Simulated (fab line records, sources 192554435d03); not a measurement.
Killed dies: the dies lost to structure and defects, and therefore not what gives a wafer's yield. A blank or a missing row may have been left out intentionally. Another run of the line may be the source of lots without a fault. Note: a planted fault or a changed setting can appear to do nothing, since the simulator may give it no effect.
The tool behind it: which one? :: flow n5-finfet :: 72 wafers from 24 lots sampled at 3 of the route's 1938 steps

## WHAT THE GAUGES SHOWED, per wafer
N5_BEOL_M10_CD_MEAS_28 targets a cd of 70 nm. Usual: cd-nm at 70.3 nm, with a standard deviation of 0.96.
lot: L074
measured: day 13 08:13
on: cd-sem-02
cd-nm (nm): 71.1 71.2 69.5
flag: 

lot: L077
measured: day 13 20:55
on: cd-sem-01
cd-nm (nm): 69.2 70.1 69.3
flag: 

lot: L075
measured: day 14 09:16
on: cd-sem-01
cd-nm (nm): 69.2 71.0 70.3
flag: 

lot: L076
measured: day 14 11:36
on: cd-sem-01
cd-nm (nm): 70.9 71.7 70.2
flag: 

lot: L078
measured: day 14 21:08
on: cd-sem-02
cd-nm (nm): 68.3 71.0 69.9
flag: 

lot: L080
measured: day 14 21:19
on: cd-sem-02
cd-nm (nm): 70.9 70.5 71.9
flag: 

lot: L082
measured: day 15 00:50
on: cd-sem-02
cd-nm (nm): 71.0 71.1 72.3
flag: 

lot: L079
measured: day 15 03:44
on: cd-sem-03
cd-nm (nm): 71.5 69.5 71.8
flag: 

lot: L086
measured: day 16 13:14
on: cd-sem-03
cd-nm (nm): 69.9 71.2 71.9
flag: 

lot: L081
measured: day 16 20:43
on: cd-sem-02
cd-nm (nm): 71.2 70.9 70.8
flag: 

lot: L084
measured: day 16 20:45
on: cd-sem-03
cd-nm (nm): 68.9 70.7 71.6
flag: 

lot: L083
measured: day 16 20:48
on: cd-sem-02
cd-nm (nm): 70.1 71.5 69.7
flag: 

lot: L085
measured: day 17 07:47
on: cd-sem-03
cd-nm (nm): 69.9 69.2 69.6
flag: 

lot: L090
measured: day 17 10:36
on: cd-sem-03
cd-nm (nm): 70.1 70.1 70.5
flag: 

lot: L089
measured: day 17 21:48
on: cd-sem-02
cd-nm (nm): 70.5 71.6 71.2
flag: 

lot: L088
measured: day 18 02:21
on: cd-sem-02
cd-nm (nm): 70.5 71.1 70.5
flag: 

lot: L087
measured: day 18 02:31
on: cd-sem-02
cd-nm (nm): 70.4 70.4 71.0
flag: 

lot: L091
measured: day 18 06:06
on: cd-sem-01
cd-nm (nm): 70.1 70.5 70.3
flag: 

lot: L092
measured: day 18 14:54
on: cd-sem-01
cd-nm (nm): 69.0 69.8 70.4
flag: 

lot: L096
measured: day 18 14:56
on: cd-sem-02
cd-nm (nm): 70.0 69.6 70.0
flag: 

lot: L094
measured: day 18 14:59
on: cd-sem-03
cd-nm (nm): 71.0 68.5 70.8
flag: 

lot: L093
measured: day 19 10:07
on: cd-sem-02
cd-nm (nm): 70.6 69.5 69.9
flag: 

lot: L095
measured: day 19 11:24
on: cd-sem-01
cd-nm (nm): 68.4 68.8 68.8
flag: 

lot: L097
measured: day 19 18:28
on: cd-sem-03
cd-nm (nm): 70.7 71.8 70.6
flag: 

N5_BEOL_M10_RS_MEAS_57: measurement is done with a four-point probe. Usual: M10_RS typically reads 0.153 ohm/sq, with standard deviation 0.005.
lot: L074
measured: day 13 11:46
on: film-metro-01
M10_RS (ohm/sq): 0.156 0.151 0.159
flag: 

lot: L077
measured: day 14 01:26
on: film-metro-01
M10_RS (ohm/sq): 0.161 0.152 0.150
flag: 

lot: L075
measured: day 14 11:58
on: film-metro-01
M10_RS (ohm/sq): 0.157 0.147 0.152
flag: 

lot: L076
measured: day 14 15:00
on: film-metro-01
M10_RS (ohm/sq): 0.158 0.147 0.148
flag: 

lot: L078
measured: day 15 00:27
on: film-metro-01
M10_RS (ohm/sq): 0.156 0.159 0.155
flag: 

lot: L080
measured: day 15 02:05
on: film-metro-01
M10_RS (ohm/sq): 0.155 0.152 0.156
flag: 

lot: L082
measured: day 15 04:28
on: film-metro-01
M10_RS (ohm/sq): 0.160 0.153 0.161
flag: 

lot: L079
measured: day 15 09:31
on: film-metro-01
M10_RS (ohm/sq): 0.158 0.148 0.157
flag: 

lot: L086
measured: day 16 18:37
on: film-metro-02
M10_RS (ohm/sq): 0.149 0.149 0.152
flag: 

lot: L081
measured: day 16 23:49
on: film-metro-02
M10_RS (ohm/sq): 0.153 0.157 0.158
flag: 

lot: L084
measured: day 17 00:15
on: film-metro-02
M10_RS (ohm/sq): 0.151 0.153 0.152
flag: 

lot: L083
measured: day 17 01:30
on: film-metro-01
M10_RS (ohm/sq): 0.143 0.157 0.143
flag: 

lot: L085
measured: day 17 12:27
on: film-metro-01
M10_RS (ohm/sq): 0.142 0.157 0.157
flag: 

lot: L090
measured: day 17 13:55
on: film-metro-02
M10_RS (ohm/sq): 0.158 0.151 0.150
flag: 

lot: L089
measured: day 18 02:36
on: film-metro-01
M10_RS (ohm/sq): 0.146 0.148 0.150
flag: 

lot: L088
measured: day 18 06:41
on: film-metro-01
M10_RS (ohm/sq): 0.150 0.149 0.145
flag: 

lot: L087
measured: day 18 06:56
on: film-metro-01
M10_RS (ohm/sq): 0.144 0.153 0.153
flag: 

lot: L091
measured: day 18 11:35
on: film-metro-02
M10_RS (ohm/sq): 0.155 0.159 0.153
flag: 

lot: L092
measured: day 18 17:53
on: film-metro-02
M10_RS (ohm/sq): 0.149 0.149 0.147
flag: 

lot: L096
measured: day 18 18:59
on: film-metro-02
M10_RS (ohm/sq): 0.161 0.151 0.149
flag: 

lot: L094
measured: day 18 19:05
on: film-metro-02
M10_RS (ohm/sq): 0.158 0.150 0.149
flag: 

lot: L093
measured: day 19 14:08
on: film-metro-01
M10_RS (ohm/sq): 0.159 0.150 0.149
flag: 

lot: L095
measured: day 19 14:47
on: film-metro-01
M10_RS (ohm/sq): 0.149 0.149 0.154
flag: 

lot: L097
measured: day 19 21:38
on: film-metro-02
M10_RS (ohm/sq): 0.150 0.154 0.148
flag: 

## EACH LOT AND THE TOOL THAT RAN IT (in order: tool; ch and the chambers of the sampled wafers; start)
lot: L074
N5_BEOL_M10_PRE_CLEAN_45: pvd-sputter-02, day 13 09:55

lot: L077
N5_BEOL_M10_PRE_CLEAN_45: pvd-sputter-01, day 13 22:08

lot: L075
N5_BEOL_M10_PRE_CLEAN_45: pvd-sputter-02, day 14 10:25

lot: L076
N5_BEOL_M10_PRE_CLEAN_45: pvd-sputter-03, day 14 13:13

lot: L078
N5_BEOL_M10_PRE_CLEAN_45: pvd-sputter-02, day 14 22:19

lot: L080
N5_BEOL_M10_PRE_CLEAN_45: pvd-sputter-02, day 14 23:02

lot: L082
N5_BEOL_M10_PRE_CLEAN_45: pvd-sputter-02, day 15 02:48

lot: L079
N5_BEOL_M10_PRE_CLEAN_45: pvd-sputter-03, day 15 07:43

lot: L086
N5_BEOL_M10_PRE_CLEAN_45: pvd-sputter-01, day 16 17:05

lot: L081
N5_BEOL_M10_PRE_CLEAN_45: pvd-sputter-01, day 16 21:52

lot: L084
N5_BEOL_M10_PRE_CLEAN_45: pvd-sputter-02, day 16 22:05

lot: L083
N5_BEOL_M10_PRE_CLEAN_45: pvd-sputter-03, day 16 22:31

lot: L085
N5_BEOL_M10_PRE_CLEAN_45: pvd-sputter-01, day 17 09:21

lot: L090
N5_BEOL_M10_PRE_CLEAN_45: pvd-sputter-02, day 17 11:53

lot: L089
N5_BEOL_M10_PRE_CLEAN_45: pvd-sputter-03, day 17 23:19

lot: L088
N5_BEOL_M10_PRE_CLEAN_45: pvd-sputter-03, day 18 04:36

lot: L087
N5_BEOL_M10_PRE_CLEAN_45: pvd-sputter-03, day 18 04:46

lot: L091
N5_BEOL_M10_PRE_CLEAN_45: pvd-sputter-03, day 18 09:46

lot: L092
N5_BEOL_M10_PRE_CLEAN_45: pvd-sputter-02, day 18 16:04

lot: L096
N5_BEOL_M10_PRE_CLEAN_45: pvd-sputter-01, day 18 16:37

lot: L094
N5_BEOL_M10_PRE_CLEAN_45: pvd-sputter-02, day 18 16:40

lot: L093
N5_BEOL_M10_PRE_CLEAN_45: pvd-sputter-02, day 19 11:52

lot: L095
N5_BEOL_M10_PRE_CLEAN_45: pvd-sputter-03, day 19 12:42

lot: L097
N5_BEOL_M10_PRE_CLEAN_45: pvd-sputter-01, day 19 19:48
- N5_BEOL_M10_PRE_CLEAN_45: time 30 s.

## AS READ BY THE TOOLS THEMSELVES (means over the sampled wafers that have a number; for cases with no such wafer, the mark the record gives instead)
N5_BEOL_M10_PRE_CLEAN_45. Usual: heater-power-w at 309 W, with a standard deviation of 28.
lot: L074
tool: pvd-sputter-02
heater-power-w (W): 302
flag: 

lot: L077
tool: pvd-sputter-01
heater-power-w (W): 316
flag: 

lot: L075
tool: pvd-sputter-02
heater-power-w (W): 309
flag: 

lot: L076
tool: pvd-sputter-03
heater-power-w (W): 308
flag: 

lot: L078
tool: pvd-sputter-02
heater-power-w (W): 290
flag: 

lot: L080
tool: pvd-sputter-02
heater-power-w (W): 312
flag: 

lot: L082
tool: pvd-sputter-02
heater-power-w (W): 302
flag: 

lot: L079
tool: pvd-sputter-03
heater-power-w (W): 300
flag: 

lot: L086
tool: pvd-sputter-01
heater-power-w (W): 326
flag: 

lot: L081
tool: pvd-sputter-01
heater-power-w (W): 316
flag: 

lot: L084
tool: pvd-sputter-02
heater-power-w (W): 299
flag: 

lot: L083
tool: pvd-sputter-03
heater-power-w (W): 319
flag: 

lot: L085
tool: pvd-sputter-01
heater-power-w (W): 317
flag: 

lot: L090
tool: pvd-sputter-02
heater-power-w (W): 294
flag: 

lot: L089
tool: pvd-sputter-03
heater-power-w (W): 324
flag: 

lot: L088
tool: pvd-sputter-03
heater-power-w (W): 319
flag: 

lot: L087
tool: pvd-sputter-03
heater-power-w (W): 308
flag: 

lot: L091
tool: pvd-sputter-03
heater-power-w (W): 307
flag: 

lot: L092
tool: pvd-sputter-02
heater-power-w (W): 302
flag: 

lot: L096
tool: pvd-sputter-01
heater-power-w (W): 354
flag: 

lot: L094
tool: pvd-sputter-02
heater-power-w (W): 288
flag: 

lot: L093
tool: pvd-sputter-02
heater-power-w (W): 285
flag: 

lot: L095
tool: pvd-sputter-03
heater-power-w (W): 314
flag: 

lot: L097
tool: pvd-sputter-01
heater-power-w (W): 305
flag: 

## THE ANSWER, worked out from the rows above alone
Rule: lot off if the mean of its wafers having a number is beyond 3 standard deviations from the usual mean. A lot without any number at a reading at which 4 lots or more have one is off too. Where the step has rows for the other lots, those lots are counted as sound. After the gauges, taken in route order, come the tools' own readings; for these a lot's mean is taken, as printed above. At the first step where some lot is off, the reading lying furthest off is the one used; lots without a number count as furthest.
Across all readings shown, no lot is off: no conclusion can be drawn from this.

## WHAT WAS PUT IN BY THE SIMULATOR
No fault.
